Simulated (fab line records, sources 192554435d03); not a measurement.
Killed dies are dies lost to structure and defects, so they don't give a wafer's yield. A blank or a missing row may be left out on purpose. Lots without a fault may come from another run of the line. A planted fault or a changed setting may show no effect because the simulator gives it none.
fab line records | flow n5_finfet
record lots=6 wafers=18 last_day=18
route steps=1938 shown SDB@362 BEOL_M4@1111
lots that met no fault: from a run of the same line without faults
start_h: hours from the record's first day to the start of the lot's first wafer shown | wait_h: hours since the lot's step before | " the same as in the row above | L1.1+2: a row that stands for several wafers | - no value, or no start given | * or withheld: withheld | < > ~ a bound
route shown NAME@n: a module of which the file shows steps, and the number in the route of the first | usual: mean/standard deviation of fault-free wafers | same: alike in all rows | chamber/n: place in a boat | sites: the reading at each site | _std_site: their standard deviation | _edge_site: outer sites' mean less inner sites' | radius_mm: how far each site lies from the wafer's centre | mask NAME#n: copy n | behind: the tool/chamber that last shaped the wafer | hold: why the lot was held/for how many hours/how that ended | device: the transistor (n, p or np) that didn't switch | end of line: the same wafers' tests at the end of the route | a step without rows: its recipe alone | killed: dies lost to structure and defects at the first sort, not the wafer's yield | map: a wafer's dies, x killed, . not, _ none there
set.NAME: the setting as run; set.NAME@STEP: as run at that earlier step | model.NAME: the simulator's own value behind a step, which no gauge read
lots at some steps of the route; a table a step, a row a wafer
services: from which hour (start_h, from the record's first day; less than 0 if before it) a tool's chamber was out of use, for how many hours, and why
## steps
# step N5_SDB_STRIP_19
# recipe chemistry=N2/H2 temp_c=40 n2_flow_sccm=200 h2_flow_sccm=200 rf_frequency_hz=6e+07
# step N5_SDB_STRIP_21
# recipe chemistry=CF4 resist=SiARC power_w=300 bias_power_w=75 pressure_mtorr=50 cf4_flow_sccm=150 rf_frequency_hz=6e+07
# usual bias_power_w=75.01/0.23 drypump_motor_current_A=5.8/0.55 oes_product_au=0.79/0.065 rf_vpp_V=271.1/1.2 showerhead_plenum_p_Torr=1.79/0.044 throttle_valve_pct=13.6/0.31
# columns lot.wafer tool chamber start_h wait_h bias_power_w drypump_motor_current_A oes_product_au rf_hours_counter_h rf_vpp_V showerhead_plenum_p_Torr throttle_valve_pct
L640.2 rie_diel-04 2 79.53 0.0 75.08 6.1 0.91 15 270.9 1.77 13.2
L640.3 " 0 " " 75.17 6.7 0.73 169 268.2 1.71 13.9
L640.6 " 0 " " 75.11 6.8 0.73 - 269.7 1.71 13.9
L641.1 rie_diel-01 1 85.31 0.0 75.11 5.4 0.84 37 273.3 1.82 13.3
L641.2 " 2 " " 75.47 5.1 0.82 63 270.2 1.75 13.5
L641.4 " 0 " " 75.33 5.3 0.91 14 273.4 1.82 13.4
L651.1 rie_diel-01 2 148.09 0.0 75.05 5.2 0.79 85 270.0 1.74 13.5
L651.4 " 0 " " 74.71 5.3 0.87 38 271.2 1.81 13.4
L651.6 " 3 " " 74.99 6.3 0.82 - 272.1 1.82 13.1
L652.1 rie_diel-01 1 151.47 0.0 74.85 5.4 0.81 63 271.7 1.81 13.4
L652.2 " 3 " " 75.05 6.2 0.82 53 272.1 1.82 13.1
L652.4 " 2 " " 74.80 5.1 0.79 86 271.1 1.74 13.5
L653.4 rie_diel-02 3 156.18 0.0 75.17 5.0 0.72 173 271.2 1.80 14.1
L653.5 " 0 " " 75.39 5.6 0.71 - 271.3 1.85 14.0
L653.6 " 3 " " 75.30 5.0 0.72 - 272.5 1.80 14.0
L661.1 rie_diel-01 2 206.44 0.0 75.50 5.1 0.78 104 269.7 1.74 13.6
L661.2 " 3 " " 75.13 6.2 0.79 71 272.6 1.81 13.1
L661.4 " 0 " " 75.00 5.3 0.85 57 271.3 1.80 13.5
# step N5_SDB_HM_OPEN_20
# recipe chemistry=CH3F/O2 target=SiNx mask_material=SOC target_depth_a=240 stop_on=poly-Si over_etch_frac=0.4 ion_energy_ev=120 pressure_mtorr=30 source_w=395 bias_w=73 Ar_flow_sccm=150 CH3F_flow_sccm=30 O2_flow_sccm=20
# usual drypump_motor_current_A=5.8/0.55 oes_product_au=0.65/0.056 rf_vpp_V=296/5.4 showerhead_plenum_p_Torr=2.00/0.056 throttle_valve_pct=16.38/0.29
# columns lot.wafer tool chamber start_h wait_h drypump_motor_current_A oes_product_au rf_hours_counter_h rf_vpp_V showerhead_plenum_p_Torr throttle_valve_pct
L640.2 rie_diel-04 2 79.55 0.0 6.1 0.75 15 290 1.94 15.91
L640.3 " 0 " " 6.8 0.61 169 300 1.91 16.71
L640.6 " 0 " " 6.8 0.61 - 301 1.91 16.70
L641.1 rie_diel-01 1 85.33 0.0 5.4 0.69 37 296 2.06 16.23
L641.2 " 2 " " 5.1 0.67 63 307 1.94 16.22
L641.4 " 0 " " 5.3 0.77 14 289 2.05 16.28
L651.1 rie_diel-01 2 148.11 0.0 5.1 0.64 85 306 1.94 16.28
L651.4 " 0 " " 5.3 0.72 38 288 2.04 16.33
L651.6 " 3 " " 6.2 0.69 - 293 2.03 15.87
L652.1 rie_diel-01 1 151.49 0.0 5.5 0.67 63 297 2.05 16.27
L652.2 " 3 " " 6.2 0.67 53 291 2.03 15.87
L652.4 " 2 " " 5.1 0.66 86 305 1.94 16.26
L653.4 rie_diel-02 3 156.20 0.0 5.0 0.60 173 289 1.99 16.74
L653.5 " 0 " " 5.6 0.58 - 293 2.06 16.66
L653.6 " 3 " " 5.0 0.60 - 288 1.99 16.74
L661.1 rie_diel-01 2 206.46 0.0 5.1 0.65 104 304 1.93 16.30
L661.2 " 3 " " 6.2 0.67 71 292 2.03 15.90
L661.4 " 0 " " 5.3 0.71 57 288 2.04 16.35
# step N5_SDB_STRIP_22
# recipe chemistry=N2/H2 power_w=1000 temp_c=250 h2_frac=0.65 overash_fraction=0.3 pressure_mtorr=withheld n2_flow_sccm=1750 h2_flow_sccm=3250
# usual drypump_motor_current_A=5.7/0.55 h2_flow_sccm=3250/9 heater_power_w=352/41 oes_product_au=0.715/0.0044 strip_time_to_endpoint_s=96.4/0.36
# columns lot.wafer tool chamber start_h wait_h drypump_motor_current_A h2_flow_sccm heater_power_w oes_product_au rf_hours_counter_h strip_time_to_endpoint_s
L640.2 plasma_asher-01 0 79.63 0.1 6.3 3251 423 0.720 37 96.1
L640.3 " 1 " " 6.0 3264 315 0.717 - 96.6
L640.6 " 1 " " 6.0 3259 321 0.717 - 96.7
L641.1 plasma_asher-02 1 85.42 0.1 5.6 3232 333 0.712 92 96.0
L641.2 " 0 " " 4.8 3249 335 0.708 92 96.5
L641.4 " 0 " " 4.8 3247 322 0.718 - 96.6
L651.1 plasma_asher-02 1 148.19 0.1 5.6 3256 331 0.721 103 96.3
L651.4 " 0 " " 4.8 3264 326 0.714 - 96.3
L651.6 " 0 " " 4.8 3254 336 0.719 - 96.2
L652.1 plasma_asher-01 0 151.58 0.1 6.3 3235 433 0.714 52 96.3
L652.2 " 1 " " 6.0 3249 330 0.716 52 96.3
L652.4 " 1 " " 6.0 3257 327 0.711 - 95.9
L653.4 plasma_asher-02 1 156.32 0.1 5.6 3239 331 0.714 - 96.4
L653.5 " 1 " " 5.6 3241 338 0.720 - 97.2
L653.6 " 0 " " 4.8 3249 324 0.714 - 96.6
L661.1 plasma_asher-02 1 206.54 0.1 5.6 3247 342 0.711 114 96.4
L661.2 " 0 " " 4.8 3251 320 0.723 114 96.7
L661.4 " 1 " " 5.6 3257 333 0.706 - 96.8
# step N5_SDB_PRECLEAN_23
# recipe chemistry=dHF time_s=30 temp_c=25 dilution=withheld
# step N5_SDB_DUMMY_REMOVE_24
# recipe chemistry=TMAH temp_c=70 target=poly-Si stop_on=SiO2 target_depth_nm=142 conc_wt_pct=5 time_s=57 dry=ipa_marangoni rinse_time_s=30 rinse_temp_c=23
# step N5_SDB_ETCH_25
# recipe chemistry=C4F6/O2 target=SiO2 target_depth_a=100 time_s=3.3 ion_energy_ev=250 mask_material=SiNx pressure_mtorr=30 source_w=345 bias_w=185 Ar_flow_sccm=300 C4F6_flow_sccm=10 O2_flow_sccm=10
# step N5_SDB_CUT_ETCH_26
# recipe chemistry=HBr/Cl2/O2 target=Si target_depth_a=1296 bt_time_s=20 mask_material=SiNx time_s=51.8 ion_energy_ev=* bias_w=* pressure_mtorr=10 icp_w=800 HBr_flow_sccm=150 Cl2_flow_sccm=80 O2_flow_sccm=12
# usual drypump_motor_current_A=5.8/0.41 oes_product_au=1.005/0.02 throttle_valve_pct=37.1/0.39
# columns lot.wafer tool chamber start_h wait_h drypump_motor_current_A oes_product_au rf_hours_counter_h throttle_valve_pct
L640.2 rie_si-04 2 79.94 0.1 5.2 1.034 8 37.5
L640.3 " 1 " " 5.4 1.025 105 37.4
L640.6 " 1 " " 5.4 1.027 - 37.4
L641.1 rie_si-03 1 85.88 0.1 5.9 0.992 75 36.8
L641.2 " 0 " " 5.8 1.009 35 37.6
L641.4 " 2 " " 6.6 0.989 181 37.6
L651.1 rie_si-04 1 148.51 0.1 5.5 1.018 106 37.4
L651.4 " 0 " " 5.7 1.006 19 36.7
L651.6 " 0 " " 5.7 1.006 - 36.7
L652.1 rie_si-04 2 151.88 0.1 5.3 1.031 10 37.5
L652.2 " 3 " " 6.4 0.974 63 36.5
L652.4 " 1 " " 5.5 1.017 106 37.4
L653.4 rie_si-04 0 156.58 0.1 5.7 1.005 19 36.7
L653.5 " 0 " " 5.7 1.013 - 36.7
L653.6 " 3 " " 6.4 0.974 - 36.5
L661.1 rie_si-05 1 206.85 0.1 6.4 1.001 100 36.9
L661.2 " 2 " " 5.8 0.981 117 37.5
L661.4 " 3 " " 6.2 1.000 49 37.0
# step N5_SDB_PRECLEAN_38
# recipe chemistry=dHF time_s=10 dilution=750:1 temp_c=25
# step N5_SDB_PRECLEAN_39
# recipe chemistry=O3/DIW time_s=45 temp_c=22 o3_ppm=10
# step N5_SDB_SRD_28
# recipe dry=ipa_marangoni time_s=30 temp_c=23 rinse_liquid=diw
# step N5_SDB_ALD_29
# recipe material=SiNx target_thk_a=300 temp_c=400 ald_precursor_family=SiH2I2 ald_co_reactant=N2/H2-plasma pulse_time_s=1 ald_cycles=600 purge_time_s=2 co_reactant_purge_time_s=2 pressure_torr=2
# usual heater_power_outer_w=511/61 heater_power_w=826/67 precursor_pulse_height_rel=0.999/0.02
# same purge_time_s=2
# columns lot.wafer tool chamber start_h wait_h heater_power_outer_w heater_power_w precursor_pulse_height_rel
L640.2 ald_sin-02 2 80.12 0.0 562 869 1.004
L640.3 " 0 " " 398 735 1.007
L640.6 " 1 81.47 1.4 533 836 1.034
L641.1 ald_sin-01 2 86.06 0.0 545 836 0.986
L641.2 " 0 " " 523 892 0.994
L641.4 " 1 " " 525 829 0.964
L651.1 ald_sin-02 2 148.70 0.0 570 825 0.988
L651.4 " 0 " " 392 711 0.983
L651.6 " 2 150.05 1.4 564 811 0.992
L652.1 ald_sin-02 0 152.15 0.1 400 685 1.022
L652.2 " 3 " " 534 832 0.976
L652.4 " 1 " " 516 846 1.000
L653.4 ald_sin-04 2 156.77 0.0 518 845 0.989
L653.5 " 2 158.12 1.4 533 861 1.013
L653.6 " 3 " " 564 866 1.043
L661.1 ald_sin-02 0 207.17 0.2 405 704 0.963
L661.2 " 1 " " 529 834 1.002
L661.4 " 2 " " 560 843 0.995
# step N5_SDB_CMP_30
# recipe stop_on=poly-Si t_overpolish_s=1.54 post_cmp_clean=alkaline_brush down_force_psi=4.1491 platen_rpm=51.796 pad_velocity_m_s=1.0306 target_thk_nm=30
# usual head_pressure_psi=4.149/0.0099 motor_current_A=12.3/1.4 overpolish_run_s=1.540/0.0087 time_to_endpoint_s=16.7/2.8
# columns lot.wafer tool chamber start_h wait_h head_pressure_psi motor_current_A overpolish_run_s time_to_endpoint_s
L640.3 cmp-01 3 82.89 1.4 4.145 11.4 1.534 17.4
L640.2 " 1 " " 4.153 12.5 1.544 18.1
L640.6 " 3 " " 4.142 11.9 1.541 14.3
L641.2 cmp-02 3 88.80 1.4 4.154 10.2 1.526 10.9
L641.4 " 1 " " 4.140 14.4 1.551 17.4
L641.1 " 2 " " 4.162 13.5 1.546 14.4
L651.1 cmp-03 2 151.43 1.4 4.144 11.2 1.541 13.2
L651.4 " 1 " " 4.174 11.3 1.542 20.2
L651.6 " 2 " " 4.130 11.1 1.530 14.9
L652.2 cmp-02 2 154.89 1.4 3.019 12.2 1.543 18.2
L652.1 " 3 " " 3.026 8.2 1.551 16.9
L652.4 " 0 " " 3.023 11.4 1.537 22.7
L653.4 cmp-02 2 159.50 1.4 3.016 11.3 1.562 20.3
L653.5 " 2 " " 3.004 11.8 1.532 21.7
L653.6 " 3 " " 3.026 8.4 1.551 17.2
L661.2 cmp-01 2 209.90 1.4 4.158 12.6 1.545 18.8
L661.1 " 0 " " 4.146 13.2 1.549 16.5
L661.4 " 1 " " 4.136 12.2 1.532 16.3
# step N5_SDB_THK_MEAS_31
# recipe reads=a-Si_of_DUMMY_GATE_CVD_03
# usual SDB_THK=64.3/1.3
# columns lot.wafer tool chamber start_h wait_h SDB_THK[nm]
L640.2 film_metro-01 - 83.15 - 65.2
L640.3 " - " " 63.5
L640.6 " - " " 65.3
L641.1 film_metro-01 - 89.09 - 62.5
L641.2 " - " " 63.0
L641.4 " - " " 64.2
L651.1 film_metro-01 - 151.72 - 66.5
L651.4 " - " " 66.5
L651.6 " - " " 66.8
L652.1 film_metro-01 - 155.18 - 64.9
L652.2 " - " " 65.2
L652.4 " - " " 67.0
L653.4 film_metro-01 - 159.80 - 62.8
L653.5 " - " " 62.9
L653.6 " - " " 65.2
L661.1 film_metro-02 - 210.19 - 62.9
L661.2 " - " " 64.4
L661.4 " - " " 65.4
# step N5_BEOL_M4_RC_MEAS_101
# usual DIBL_N=36.4/1.7 DIBL_P=36.4/2.1 IOFF_N=0.16/0.035 IOFF_P=0.21/0.035 ION_N=680/11 ION_P=465/6.8 SS_N=71.5/0.58 SS_P=73.2/0.72 VT_N=249/3.6 VT_P=-250/3.1
# columns lot.wafer tool chamber start_h wait_h DIBL_N[mV/V] DIBL_P[mV/V] IOFF_N[nA/um] IOFF_P[nA/um] ION_N[uA/um] ION_P[uA/um] SS_N[mV/dec] SS_P[mV/dec] VT_N[mV] VT_P[mV]
L640.2 prober-01 0 181.77 0.2 35.2 36.4 0.15 0.22 673 459 71.3 73.8 250 -253
L640.3 " 0 " " 37.7 38.3 0.21 0.26 691 470 72.4 74.5 245 -249
L640.6 " 0 " " 37.4 38.8 0.19 0.26 680 462 72.1 73.9 246 -250
L641.1 prober-01 0 191.17 0.0 33.8 33.2 0.13 0.16 675 458 71.6 72.6 252 -253
L641.2 " 0 " " 35.7 36.7 0.18 0.22 687 463 71.3 73.2 251 -249
L641.4 " 0 " " 39.0 38.9 0.27 0.27 704 467 73.1 73.9 243 -246
L651.1 prober-02 0 252.01 0.0 36.0 35.4 0.16 0.23 673 471 71.6 73.0 247 -245
L651.4 " 0 " " 35.6 35.3 0.16 0.23 687 474 71.0 73.0 247 -247
L651.6 " 0 " " 37.2 36.3 0.18 0.25 691 471 71.8 73.1 245 -247
L652.1 prober-01 0 256.36 0.0 38.0 39.4 0.18 0.23 689 468 71.3 74.0 247 -252
L652.2 " 0 " " 36.8 37.1 0.15 0.18 663 451 71.1 73.1 253 -254
L652.4 " 0 " " 35.9 36.7 0.14 0.18 674 464 70.7 73.3 251 -253
L653.4 prober-02 0 261.21 0.5 31.2 31.1 0.10 0.14 662 459 70.3 71.5 254 -257
L653.5 " 0 " " 33.8 34.0 0.12 0.16 668 455 70.9 72.2 253 -256
L653.6 " 0 " " 33.3 34.3 0.13 0.17 671 464 70.7 72.3 251 -252
L661.1 prober-01 0 309.46 0.0 37.1 37.3 0.17 0.24 685 471 71.3 73.8 249 -247
L661.2 " 0 " " 37.0 36.5 0.16 0.23 674 461 71.4 73.7 250 -248
L661.4 " 0 " " 36.6 35.0 0.15 0.21 668 462 71.9 73.1 251 -250
## services
# columns tool chamber start_h hours kind
rie_diel-04 3 59.49 4.5 repair
cmp-02 - 62.47 4.0 pm
rie_diel-02 3 62.52 4.2 repair
rie_si-05 1 64.42 5.7 repair
cmp-03 - 66.41 1.5 repair
cmp-02 - 68.14 3.8 pm
plasma_asher-02 - 74.47 0.4 repair
ald_sin-02 - 85.48 14.0 pm
ald_sin-04 - 94.92 28.1 pm
rie_si-04 0 99.87 2.3 repair
rie_si-03 0 102.71 19.7 repair
rie_si-04 - 104.26 0.3 repair
rie_si-04 - 106.19 1.4 repair
cmp-02 - 116.62 0.3 repair
cmp-02 - 117.34 1.2 repair
ald_sin-01 1 126.81 11.3 repair
cmp-02 - 137.80 2.3 repair
ald_sin-01 2 138.37 4.5 repair
rie_diel-04 0 143.65 8.5 repair
cmp-01 - 145.79 4.0 pm
cmp-02 - 145.88 6.5 pm
rie_si-05 3 160.81 1.0 repair
plasma_asher-02 - 176.14 4.9 repair
cmp-02 - 187.17 3.8 repair
## key
first_sign step=N5_SDB_CMP_30 reading=head_pressure_psi direction=down sigmas=99+ usual=4.149 struck=3.019
effect none on later readings
met_at N5_SDB_CMP_30
struck_wafers L652.1,L652.2,L652.4,L653.4,L653.5,L653.6
onset_between 88.80 154.89
fault kind=process_parameter_drift tool=cmp-02 chamber=- onset_h=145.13 steps=N5_SDB_CMP_30 channel=down_force_psi offset=-1.1342 shape=step end_h=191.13 acts_in=these_recipes_only stated=4.1491
